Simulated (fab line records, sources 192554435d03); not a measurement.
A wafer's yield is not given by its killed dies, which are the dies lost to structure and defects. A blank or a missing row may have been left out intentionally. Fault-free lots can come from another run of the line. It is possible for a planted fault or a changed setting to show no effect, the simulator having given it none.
fab line records    flow n5Finfet
[record] lots = 7  wafers = 21
route steps=1938 shown BEOL_M0_CUTY@705 BEOL_M2@843 BEOL_M4@1021 BEOL_M5@1119
startH: hours from the record's opening day to when the first of the lot's shown wafers began    waitH: how many hours have passed since the lot's step before this one    " unchanged from the row above    L1.1+2: one row covering several wafers at once    - no value present, or no start provided    * or withheld: withheld    < > ~ a bound
route shown NAME@n: a module of which the file shows steps, and the number in the route of the first    usual: mean and standard deviation over wafers with no fault    same: alike in all rows    chamber/n: place in a boat    sites: each site's reading    _std_site: the standard deviation of these    _edge_site: outer sites' mean less inner sites'    radiusMm: how far each site lies from the wafer's centre    mask NAME#n: copy n    behind: the last tool/chamber to shape the wafer    hold: why the lot went on hold/how many hours it stayed there/how the hold came to an end    device: which transistor (n, p or np) failed to switch    end of line: at the end of the route, the tests of the same wafers    for a step that has no rows: nothing shown but its recipe    killed: at the first sort, the dies lost to defects and structure; wafer yield is something else    map: per-die view of a wafer (x killed, . not killed, _ where there is no die)
set.NAME: the setting as run; set.NAME@STEP: as run at that earlier step    model.NAME: the simulator's own value behind a step, which no gauge read
one table per step and one row per wafer, for lots whose settings were changed on purpose
[[steps]]
[step N5_BEOL_M0_CUTY_EXPOSE_54]
[recipe] maskId = M0_ABLK  na = 1.35  sourceShape = conventional  sigmaOuter = 0.8  polarization = unpolarized  doseMj = 36
lot.wafer   tool            chamber  startH  waitH  mask       set.doseMj
L077.1      arfiScanner-03  0        137.47  -      M0_ABLK#0  33.47
L077.3+4    "               0        "       "      M0_ABLK#0  36
L081.3+5    arfiScanner-01  0        155.02  -      M0_ABLK#0  36
L081.6      "               0        "       "      M0_ABLK#0  34.29
L088.1+5    arfiScanner-01  0        197.46  -      M0_ABLK#0  36
L088.3      "               0        "       "      M0_ABLK#0  34.19
L090.1+4+5  arfiScanner-01  0        210.84  -      M0_ABLK#0  36
L091.3+4+6  arfiScanner-03  0        213.97  -      M0_ABLK#0  36
L095.3+6    arfiScanner-01  0        238.43  -      M0_ABLK#0  34.85
L095.4      "               0        "       "      M0_ABLK#0  36
L096.1      arfiScanner-01  0        248.37  -      M0_ABLK#0  35.02
L096.4+5    "               0        "       "      M0_ABLK#0  36
[step N5_BEOL_M0_CUTY_PEB_55]
[recipe] pebTempC = 110  pebTimeS = 60  resist = CAR-ArF-block
[step N5_BEOL_M0_CUTY_DEVELOP_56]
[recipe] developTimeS = 30  developer = TMAH  resist = CAR-ArF-block  rinseLiquid = diw  dry = airSpin  devTempC = 23
[step N5_BEOL_M0_CUTY_CD_MEAS_57]
[recipe] targetCdNm = 200  landingEnergyEv = 500  detector = seInlens  polarity = line
[usual] cdNm = 200.3/1.1
lot.wafer  tool      chamber  startH  waitH  set.doseMj@BEOL_M0_CUTY_EXPOSE_54  cdNm
L077.1     cdSem-01  0        137.59  -      33.47                              205.6
L077.3     "         0        "       "      36                                 200.6
L077.4     "         0        "       "      36                                 200.9
L081.3     cdSem-02  0        155.14  -      36                                 198.8
L081.5     "         0        "       "      36                                 197.8
L081.6     "         0        "       "      34.29                              203.0
L088.1     cdSem-03  0        197.59  -      36                                 202.9
L088.3     "         0        "       "      34.19                              203.2
L088.5     "         0        "       "      36                                 201.7
L090.1     cdSem-03  0        210.96  -      36                                 201.7
L090.4     "         0        "       "      36                                 201.8
L090.5     "         0        "       "      36                                 201.8
L091.3     cdSem-02  0        214.08  -      36                                 200.2
L091.4     "         0        "       "      36                                 200.4
L091.6     "         0        "       "      36                                 200.8
L095.3     cdSem-02  0        238.54  -      34.85                              203.2
L095.4     "         0        "       "      36                                 200.5
L095.6     "         0        "       "      34.85                              203.3
L096.1     cdSem-03  0        248.50  -      35.02                              203.1
L096.4     "         0        "       "      36                                 201.4
L096.5     "         0        "       "      36                                 201.5
[step N5_BEOL_M0_CUTY_DESCUM_61]
[recipe] chemistry = O2  timeS = 7.9  sourcePowerW = 50  biasPowerW = 20  pressureMtorr = 20  rfFrequencyHz = 2.712e+07  tempC = 40  resist = CAR-ArF-block  o2FlowSccm = 225
lot.wafer   tool        chamber  startH  waitH  set.timeS
L077.1+3    rieDiel-01  0,3      137.68  0.0    6.991
L077.4      "           1        "       "      7.9
L081.3+6    rieDiel-06  0,1      155.79  0.6    7.9
L081.5      "           0        "       "      9.377
L088.1      rieDiel-06  3        197.88  0.2    7.9
L088.3+5    "           2        "       "      6.308
L090.1+4+5  rieDiel-05  3,0,3    211.05  0.0    7.9
L091.3+6    rieDiel-05  3        214.85  0.7    7.9
L091.4      "           2        "       "      9.605
L095.3+4    rieDiel-06  2,1      238.63  0.0    7.44
L095.6      "           2        "       "      7.9
L096.1+4+5  rieDiel-01  0,1,3    248.78  0.2    7.9
[step N5_BEOL_M0_CUTY_ETCH_62]
[recipe] chemistry = CF4  target = SiARC  maskMaterial = CAR-ArF-block  timeS = 58.5  ionEnergyEv = 80  pressureMtorr = 40  sourceW = 545  biasW = 36  Ar_flow_sccm = 100  cf4FlowSccm = 100  ends = cleared
lot.wafer   tool        chamber  startH  waitH  set.timeS@BEOL_M0_CUTY_DESCUM_61  model.CAR-ArF-block_of_BEOL_M0_CUTY_COAT_51.thkNm
L077.1      rieDiel-01  0        137.71  0.0    6.991                             118.2
L077.3      "           3        "       "      6.991                             118.6
L077.4      "           1        "       "      7.9                               118.4
L081.3      rieDiel-06  0        155.82  0.0    7.9                               118.8
L081.5      "           0        "       "      9.377                             117.8
L081.6      "           1        "       "      7.9                               118.4
L088.1      rieDiel-06  3        197.91  0.0    7.9                               118
L088.3      "           2        "       "      6.308                             119.2
L088.5      "           2        "       "      6.308                             119.4
L090.1+4+5  rieDiel-05  3,0,3    211.08  0.0    7.9                               118.2
L091.3      rieDiel-05  3        214.88  0.0    7.9                               118.4
L091.4      "           2        "       "      9.605                             117.4
L091.6      "           3        "       "      7.9                               118.8
L095.3      rieDiel-06  2        238.66  0.0    7.44                              119
L095.4      "           1        "       "      7.44                              119.6
L095.6      "           2        "       "      7.9                               118.6
L096.1      rieDiel-01  0        248.81  0.0    7.9                               118.2
L096.4      "           1        "       "      7.9                               118
L096.5      "           3        "       "      7.9                               117.8
[step N5_BEOL_M2_PECVD_72]
[recipe] material = SiO2  targetThkA = 160  tempC = 400  precursor = TEOS/O2  pressureTorr = 5.5  rfW = 450  teosFlowSccm = 53.8  gas = O2  flowSccm = 3000  timeS = 18
lot.wafer  tool      chamber  startH  waitH  set.tempC  model.SiO2_of_BEOL_M2_PECVD_72.thkNm
L077.1     pecvd-04  0        154.05  0.0    400        16
L077.3     "         1        "       "      390.2      17.2
L077.4     "         0        "       "      400        16.2
L081.3     pecvd-04  1        179.76  0.1    400        16.6
L081.5+6   "         0,1      "       "      400        16.4
L088.1     pecvd-02  2        216.37  0.0    400        15.6
L088.3     "         1        "       "      400        15.8
L088.5     "         0        "       "      400        16.2
L090.1     pecvd-03  0        224.90  0.0    400        16.2
L090.4     "         0        "       "      400        16.4
L090.5     "         0        "       "      400        16.6
L091.3     pecvd-04  2        233.46  0.0    392.1      16.6
L091.4     "         2        "       "      400        16
L091.6     "         0        "       "      400        16.4
L095.3     pecvd-02  1        253.99  0.0    400        15.8
L095.4     "         2        "       "      391.5      17
L095.6     "         1        "       "      400        16
L096.1     pecvd-04  2        262.83  0.0    400        16
L096.4     "         2        "       "      413.5      14.6
L096.5     "         0        "       "      400        16.2
[step N5_BEOL_M2_COAT_62]
[recipe] resist = SiARC  tempC = 220  timeS = 60  spinRpm = 1500  resistThkNm = 12
lot.wafer   tool           chamber  startH  waitH  set.spinRpm  model.SiARC_of_BEOL_M2_COAT_62.thkNm
L077.1      lithoTrack-05  0        -       -      1500         12
L077.3+4    "              0        "       "      1654         11.4
L081.3      lithoTrack-05  0        -       -      1500         12
L081.5+6    "              0        "       "      1612         11.6
L088.1      lithoTrack-05  0        -       -      1500         12
L088.3      "              0        "       "      1401         12.6
L088.5      "              0        "       "      1401         12.4
L090.1+4+5  lithoTrack-05  0        -       -      1500         12
L091.3      lithoTrack-05  0        -       -      1602         11.6
L091.4+6    "              0        "       "      1500         12
L095.3      lithoTrack-02  0        -       -      1344         12.8
L095.4+6    "              0        "       "      1500         12
L096.1+4+5  lithoTrack-02  0        -       -      1337         12.6
[step N5_BEOL_M2_COAT_73]
[recipe] resist = underlayer  tempC = 205  timeS = 60  spinRpm = 1500  resistThkNm = 5
[step N5_BEOL_M2_COAT_05]
[recipe] resist = CAR-EUV  spinRpm = 1500  resistThkNm = 30
[step N5_BEOL_M2_DESCUM_16]
[recipe] chemistry = O2  timeS = 7  sourcePowerW = 50  biasPowerW = 20  pressureMtorr = 20  rfFrequencyHz = 2.712e+07  tempC = 40  resist = CAR-EUV  o2FlowSccm = 225
[step N5_BEOL_M2_ETCH_74]
[recipe] chemistry = N2/H2  target = underlayer  targetDepthA = 65  maskMaterial = CAR-EUV  timeS = 5.2  ionEnergyEv = 200  pressureMtorr = 30  sourceW = 840  biasW = 150  n2FlowSccm = 200  h2FlowSccm = 200  ends = cleared
[step N5_BEOL_M2_ETCH_63]
[recipe] chemistry = CF4  target = SiARC  targetDepthA = 156  maskMaterial = CAR-EUV  timeS = 26  ionEnergyEv = 80  pressureMtorr = 40  sourceW = 545  biasW = 36  Ar_flow_sccm = 100  cf4FlowSccm = 100  ends = cleared
lot.wafer  tool        chamber  startH  waitH  set.spinRpm@BEOL_M2_COAT_62  model.etch.depthNm
L077.1     rieDiel-01  1        155.50  0.0    1500                         11.99
L077.3     "           2        "       "      1654                         11.44
L077.4     "           2        "       "      1654                         11.41
L081.3     rieDiel-01  1        180.76  0.0    1500                         11.99
L081.5     "           3        "       "      1612                         11.54
L081.6     "           2        "       "      1612                         11.57
L088.1     rieDiel-06  0        220.05  0.0    1500                         12.09
L088.3     "           0        "       "      1401                         12.51
L088.5     "           3        "       "      1401                         12.49
L090.1     rieDiel-05  1        226.49  0.0    1500                         12.01
L090.4     "           0        "       "      1500                         12.03
L090.5     "           1        "       "      1500                         11.99
L091.3     rieDiel-05  1        236.30  0.0    1602                         11.65
L091.4     "           1        "       "      1500                         11.98
L091.6     "           3        "       "      1500                         11.99
L095.3     rieDiel-06  0        256.14  0.0    1344                         12.72
L095.4     "           3        "       "      1500                         12.04
L095.6     "           3        "       "      1500                         12.01
L096.1     rieDiel-06  1        264.38  0.0    1337                         12.65
L096.4     "           3        "       "      1337                         12.61
L096.5     "           1        "       "      1337                         12.68
[step N5_BEOL_M2_ETCH_64]
[recipe] chemistry = N2/H2  target = SOC  targetDepthA = 750  overetchA = 225  maskMaterial = SiARC  tempC = 40  timeS = 121.9  ionEnergyEv = 200  pressureMtorr = 30  sourceW = 840  biasW = 150  n2FlowSccm = 200  h2FlowSccm = 200
[step N5_BEOL_M2_STRIP_65]
[recipe] chemistry = N2/H2  tempC = 40  n2FlowSccm = 200  h2FlowSccm = 200  rfFrequencyHz = 6e+07
[step N5_BEOL_M2_STRIP_97]
[recipe] chemistry = N2/H2  timeS = 10  powerW = 450  tempC = 40  pressureMtorr = 20  rfFrequencyHz = 6e+07  biasPowerW = 7  n2FlowSccm = 200  h2FlowSccm = 200
[step N5_BEOL_M2_HM_STRIP_39]
[recipe] chemistry = peroxideTinStrip  material = TiN  targetDepthA = 250  tempC = 50  timeS = 158
lot.wafer  tool         chamber  startH  waitH  set.tempC@BEOL_M2_PECVD_72  model.SiO2_of_BEOL_M2_PECVD_72.thkNm
L077.1     wetBench-04  5        161.13  0.0    400                         15.8
L077.3     "            1        "       "      390.2                       17.2
L077.4     "            4        "       "      400                         16
L081.3+6   wetBench-04  2,3      185.40  0.0    400                         16.4
L081.5     "            5        "       "      400                         16.2
L088.1+3   wetBench-02  1,0      222.53  0.0    400                         15.6
L088.5     "            6        "       "      400                         16
L090.1+4   wetBench-04  1,6      228.62  0.0    400                         16.2
L090.5     "            2        "       "      400                         16.4
L091.3     wetBench-04  6        241.50  0.1    392.1                       16.4
L091.4     "            1        "       "      400                         15.8
L091.6     "            5        "       "      400                         16.2
L095.3+6   wetBench-02  1,3      259.06  0.0    400                         15.8
L095.4     "            2        "       "      391.5                       16.8
L096.1     wetBench-01  1        277.64  0.0    400                         15.8
L096.4     "            3        "       "      413.5                       14.4
L096.5     "            0        "       "      400                         16
[step N5_BEOL_M4_ILD_DEP_00]
[recipe] material = SiOC  targetThkA = 790  tempC = 350  precursor = DEMS/O2  pressureTorr = 5  rfW = 500  timeS = 15.3
lot.wafer  tool      chamber  startH  waitH  set.timeS  model.SiOC_of_BEOL_M4_ILD_DEP_00.thkNm
L077.1     pecvd-03  2        178.13  0.0    16.12      82.6
L077.3     "         1        "       "      16.12      81.8
L077.4     "         1        "       "      16.12      83.6
L081.3     pecvd-01  2        208.57  0.0    13.16      66.4
L081.5     "         1        "       "      13.16      69.6
L081.6     "         2        "       "      15.3       79
L088.1     pecvd-01  1        247.26  0.0    16.85      86
L088.3     "         2        "       "      16.85      85
L088.5     "         1        "       "      15.3       78.8
L090.1     pecvd-02  1        251.48  0.0    15.3       79
L090.4     "         1        "       "      15.3       79.2
L090.5     "         2        "       "      15.3       78.2
L091.3     pecvd-02  2        255.65  0.0    13.53      69
L091.4     "         2        "       "      13.53      70.6
L091.6     "         0        "       "      15.3       78.8
L095.3     pecvd-02  1        284.08  0.0    15.3       78.4
L095.4     "         0        "       "      16.13      84.4
L095.6     "         2        "       "      16.13      84.6
L096.1     pecvd-01  2        294.37  0.0    13.83      70.8
L096.4     "         2        "       "      15.3       79.4
L096.5     "         1        "       "      13.83      71.2
[step N5_BEOL_M4_THK_MEAS_01]
[recipe] reads = SiOC_of_BEOL_M4_ILD_DEP_00
[usual] M4_ILD_THK = 78.7/0.98
lot.wafer  tool          chamber  startH  waitH  set.timeS@BEOL_M4_ILD_DEP_00  M4_ILD_THK[nm]
L077.1     filmMetro-01  -        178.19  0.0    16.12                         82.5
L077.3     "             -        "       "      16.12                         81.8
L077.4     "             -        "       "      16.12                         83.6
L081.3     filmMetro-02  -        208.64  0.1    13.16                         66.4
L081.5     "             -        "       "      13.16                         69.6
L081.6     "             -        "       "      15.3                          78.9
L088.1     filmMetro-02  -        247.33  0.0    16.85                         86.1
L088.3     "             -        "       "      16.85                         85.1
L088.5     "             -        "       "      15.3                          78.9
L090.1     filmMetro-01  -        251.55  0.0    15.3                          78.9
L090.4     "             -        "       "      15.3                          79.2
L090.5     "             -        "       "      15.3                          78.1
L091.3     filmMetro-01  -        255.71  0.1    13.53                         69.1
L091.4     "             -        "       "      13.53                         70.6
L091.6     "             -        "       "      15.3                          78.8
L095.3     filmMetro-01  -        284.15  0.1    15.3                          78.4
L095.4     "             -        "       "      16.13                         84.4
L095.6     "             -        "       "      16.13                         84.6
L096.1     filmMetro-01  -        294.44  0.0    13.83                         70.6
L096.4     "             -        "       "      15.3                          79.4
L096.5     "             -        "       "      13.83                         71.2
[step N5_BEOL_M4_COAT_73]
[recipe] resist = underlayer  tempC = 205  timeS = 60  spinRpm = 1500  resistThkNm = 5
lot.wafer   tool           chamber  startH  waitH  set.spinRpm
L077.1      lithoTrack-04  0        -       -      1382
L077.3+4    "              0        "       "      1500
L081.3+5+6  lithoTrack-02  0        -       -      1500
L088.1+5    lithoTrack-03  0        -       -      1354
L088.3      "              0        "       "      1500
L090.1+4+5  lithoTrack-02  0        -       -      1500
L091.3+6    lithoTrack-03  0        -       -      1500
L091.4      "              0        "       "      1354
L095.3      lithoTrack-04  0        -       -      1423
L095.4+6    "              0        "       "      1500
L096.1+4+5  lithoTrack-02  0        -       -      1500
[step N5_BEOL_M4_COAT_05]
[recipe] resist = CAR-EUV  spinRpm = 1500  resistThkNm = 30
[step N5_BEOL_M4_EBR_07]
[recipe] solvent = PGMEA  ebrWidthMm = 1.5
[step N5_BEOL_M4_DESCUM_16]
[recipe] chemistry = O2  timeS = 7  sourcePowerW = 50  biasPowerW = 20  pressureMtorr = 20  rfFrequencyHz = 2.712e+07  tempC = 40  resist = CAR-EUV  o2FlowSccm = 225
[step N5_BEOL_M4_ETCH_74]
[recipe] chemistry = N2/H2  target = underlayer  targetDepthA = 65  maskMaterial = CAR-EUV  timeS = 5.2  ionEnergyEv = 200  pressureMtorr = 30  sourceW = 840  biasW = 150  n2FlowSccm = 200  h2FlowSccm = 200  ends = cleared
lot.wafer  tool        chamber  startH  waitH  set.spinRpm@BEOL_M4_COAT_73  model.etch.depthNm
L077.1     rieDiel-06  2        180.41  0.0    1382                         5.212
L077.3     "           0        "       "      1500                         4.993
L077.4     "           2        "       "      1500                         5.019
L081.3+6   rieDiel-05  3,0      213.59  0.0    1500                         5.008
L081.5     "           3        "       "      1500                         5.001
L088.1     rieDiel-06  0        249.14  0.0    1354                         5.269
L088.3     "           2        "       "      1500                         4.981
L088.5     "           2        "       "      1354                         5.276
L090.1     rieDiel-05  3        253.74  0.0    1500                         5.002
L090.4     "           0        "       "      1500                         5.009
L090.5     "           1        "       "      1500                         5.011
L091.3     rieDiel-06  3        256.92  0.0    1500                         5.005
L091.4     "           0        "       "      1354                         5.261
L091.6     "           3        "       "      1500                         4.998
L095.3     rieDiel-01  1        287.56  0.0    1423                         5.136
L095.4     "           0        "       "      1500                         5.01
L095.6     "           3        "       "      1500                         5.006
L096.1     rieDiel-06  1        296.61  0.0    1500                         5.022
L096.4     "           2        "       "      1500                         5.037
L096.5     "           3        "       "      1500                         5.033
[step N5_BEOL_M5_COAT_71]
[recipe] resist = underlayer  tempC = 205  timeS = 60  spinRpm = 1500  resistThkNm = 5
lot.wafer   tool           chamber  startH  waitH  set.spinRpm
L077.1+3    lithoTrack-02  0        -       -      1379
L077.4      "              0        "       "      1500
L081.3+6    lithoTrack-02  0        -       -      1500
L081.5      "              0        "       "      1444
L088.1+3+5  lithoTrack-05  0        -       -      1500
L090.1+4+5  lithoTrack-05  0        -       -      1500
L091.3+4+6  lithoTrack-01  0        -       -      1500
L095.3+4+6  lithoTrack-05  0        -       -      1500
L096.1+4    lithoTrack-02  0        -       -      1668
L096.5      "              0        "       "      1500
[step N5_BEOL_M5_COAT_05]
[recipe] resist = CAR-EUV  spinRpm = 1500  resistThkNm = 30
[step N5_BEOL_M5_EBR_07]
[recipe] solvent = PGMEA  ebrWidthMm = 1.5
[step N5_BEOL_M5_DESCUM_16]
[recipe] chemistry = O2  timeS = 7  sourcePowerW = 50  biasPowerW = 20  pressureMtorr = 20  rfFrequencyHz = 2.712e+07  tempC = 40  resist = CAR-EUV  o2FlowSccm = 225
[step N5_BEOL_M5_ETCH_72]
[recipe] chemistry = N2/H2  target = underlayer  targetDepthA = 65  maskMaterial = CAR-EUV  timeS = 5.2  ionEnergyEv = 200  pressureMtorr = 30  sourceW = 840  biasW = 150  n2FlowSccm = 200  h2FlowSccm = 200  ends = cleared
lot.wafer  tool        chamber  startH  waitH  set.spinRpm@BEOL_M5_COAT_71  model.etch.depthNm
L077.1     rieDiel-04  2        192.46  0.0    1379                         5.193
L077.3     "           0        "       "      1379                         5.214
L077.4     "           3        "       "      1500                         4.982
L081.3     rieDiel-03  3        226.42  0.0    1500                         5.01
L081.5     "           1        "       "      1444                         5.123
L081.6     "           2        "       "      1500                         4.993
L088.1     rieDiel-02  1        260.11  0.0    1500                         4.986
L088.3     "           2        "       "      1500                         4.994
L088.5     "           0        "       "      1500                         4.984
L090.1     rieDiel-04  3        265.06  0.0    1500                         4.984
L090.4     "           0        "       "      1500                         4.999
L090.5     "           2        "       "      1500                         4.993
L091.3+4   rieDiel-02  2,3      283.66  0.0    1500                         5.002
L091.6     "           2        "       "      1500                         5.021
L095.3     rieDiel-03  0        300.03  0.0    1500                         4.99
L095.4     "           1        "       "      1500                         4.984
L095.6     "           0        "       "      1500                         4.994
L096.1     rieDiel-03  2        312.57  0.0    1668                         4.769
L096.4     "           3        "       "      1668                         4.762
L096.5     "           1        "       "      1500                         5.025
[step N5_BEOL_M5_VIA_ETCH_34]
[recipe] chemistry = C4F6/O2  target = SiCOH_lowk  targetDepthA = 883  maskMaterial = SOC  taperDeg = 4  timeS = 39.2  ionEnergyEv = 250  pressureMtorr = 30  sourceW = 345  biasW = 185  Ar_flow_sccm = 300  C4F6_flow_sccm = 10  O2_flow_sccm = 10
[usual] rfVppV = 668/12
lot.wafer  tool        chamber  startH  waitH  set.sourceW  rfVppV
L077.1     rieDiel-03  3        195.68  0.0    345          667
L077.3     "           1        "       "      345          677
L077.4     "           2        "       "      345          674
L081.3     rieDiel-04  2        228.66  0.0    345          669
L081.5     "           2        "       "      345          668
L081.6     "           1        "       "      345          681
L088.1     rieDiel-02  1        262.29  0.0    345          675
L088.3     "           3        "       "      378.5        641
L088.5     "           0        "       "      378.5        614
L090.1     rieDiel-02  2        269.17  0.0    345          664
L090.4     "           0        "       "      345          642
L090.5     "           0        "       "      345          642
L091.3     rieDiel-02  3        286.38  0.0    305.9        716
L091.4     "           3        "       "      305.9        716
L091.6     "           2        "       "      345          666
L095.3     rieDiel-03  2        303.16  0.0    345          673
L095.4     "           1        "       "      406.1        623
L095.6     "           1        "       "      345          678
L096.1     rieDiel-03  2        314.04  0.0    345          672
L096.4     "           0        "       "      345          667
L096.5     "           2        "       "      345          672
[[key]]
[split] step = N5_BEOL_M0_CUTY_EXPOSE_54  setting = doseMj  stated = 36  by = wafer
[response] step = N5_BEOL_M0_CUTY_CD_MEAS_57  reading = cdNm  change = -0.644  per = 1%  r = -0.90
[split] step = N5_BEOL_M0_CUTY_DESCUM_61  setting = timeS  stated = 7.9  by = wafer
[response] step = N5_BEOL_M0_CUTY_ETCH_62  reading = model.CAR-ArF-block_of_BEOL_M0_CUTY_COAT_51.thkNm  change = -0.0513  per = 1%  r = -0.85
[split] step = N5_BEOL_M2_PECVD_72  setting = tempC  stated = 400  by = wafer
[response] step = N5_BEOL_M2_PECVD_72  reading = model.SiO2_of_BEOL_M2_PECVD_72.thkNm  change = -0.422  per = 1%  r = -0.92
[response] step = N5_BEOL_M2_HM_STRIP_39  reading = model.SiO2_of_BEOL_M2_PECVD_72.thkNm  change = -0.432  per = 1%  r = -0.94
[split] step = N5_BEOL_M2_COAT_62  setting = spinRpm  stated = 1500  by = wafer
[response] step = N5_BEOL_M2_COAT_62  reading = model.SiARC_of_BEOL_M2_COAT_62.thkNm  change = -0.0654  per = 1%  r = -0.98
[response] step = N5_BEOL_M2_ETCH_63  reading = model.etch.depthNm  change = -0.0592  per = 1%  r = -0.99
[split] step = N5_BEOL_M4_ILD_DEP_00  setting = timeS  stated = 15.3  by = wafer
[response] step = N5_BEOL_M4_ILD_DEP_00  reading = model.SiOC_of_BEOL_M4_ILD_DEP_00.thkNm  change = +0.794  per = 1%  r = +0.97
[response] step = N5_BEOL_M4_THK_MEAS_01  reading = M4_ILD_THK  change = +0.794  per = 1%  r = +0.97
[split] step = N5_BEOL_M4_COAT_73  setting = spinRpm  stated = 1500  by = wafer
[response] step = N5_BEOL_M4_ETCH_74  reading = model.etch.depthNm  change = -0.0275  per = 1%  r = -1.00
[split] step = N5_BEOL_M5_COAT_71  setting = spinRpm  stated = 1500  by = wafer
[response] step = N5_BEOL_M5_ETCH_72  reading = model.etch.depthNm  change = -0.0252  per = 1%  r = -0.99
[split] step = N5_BEOL_M5_VIA_ETCH_34  setting = sourceW  stated = 345  by = wafer
[response] step = N5_BEOL_M5_VIA_ETCH_34  reading = rfVppV  change = -3.65  per = 1%  r = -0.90
